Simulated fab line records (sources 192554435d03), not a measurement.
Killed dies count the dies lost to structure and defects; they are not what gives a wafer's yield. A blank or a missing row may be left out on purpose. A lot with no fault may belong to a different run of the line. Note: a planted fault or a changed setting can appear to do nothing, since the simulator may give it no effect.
Chamber matching | flow n5 finfet | N5_BEOL_M7_PECVD_70 on pecvd-03 has 3 sister chambers
The step deposits SiO2 from TEOS/O2, target thk 20 nm, time 22.7 s. 6 wafers are shown with their chamber, then 10 later ones without.

== EACH WAFER AND ITS CHAMBER ==
wafer  | chamber | throttle valve pct (%) | showerhead plenum p Torr (Torr)
L080.3 | 0       | 24.1                   | 8.88
L084.4 | 2       | 20.1                   | 8.85
L084.5 | 1       | 23.8                   | 8.70
L084.6 | 0       | 24.0                   | 8.90
L086.2 | 1       | 23.7                   | 8.67
L086.5 | 2       | 20.5                   | 8.84

== WAFERS WITH NO CHAMBER GIVEN ==
wafer  | throttle valve pct (%) | showerhead plenum p Torr (Torr)
L086.6 | 23.7                   | 8.67
L089.1 | 24.1                   | 8.87
L089.5 | 20.0                   | 8.84
L089.6 | 23.7                   | 8.70
L090.1 | 23.4                   | 8.68
L090.4 | 23.8                   | 8.68
L090.6 | 24.0                   | 8.87
L096.1 | 24.1                   | 8.89
L096.2 | 20.6                   | 8.83
L096.4 | 20.4                   | 8.84

== CHAMBER TAKEN BY EACH ==
wafer  | from the rows above | in truth
L086.6 | 1                   | 1
L089.1 | 0                   | 0
L089.5 | 2                   | 2
L089.6 | 1                   | 1
L090.1 | 1                   | 1
L090.4 | 1                   | 1
L090.6 | 0                   | 0
L096.1 | 0                   | 0
L096.2 | 2                   | 2
L096.4 | 2                   | 2
Correctly placed: 10 of 10. Left unplaced by these rows: 0. Placed wrongly: 0.
How it was worked out, from the rows above alone: a wafer's distance from a chamber is the root of the sum, over the readings, of the square of ((its reading less the chamber's mean) divided by the reading's scatter). If the next closest chamber is less than 2 further off than the closest, the wafer can't be placed; otherwise it belongs to the closest. The mean given for a chamber averages the wafers shown for that chamber. The scatter: the root of (the sum of the squares of (reading less its chamber's mean) over the shown wafers, divided by (wafers less chambers)).
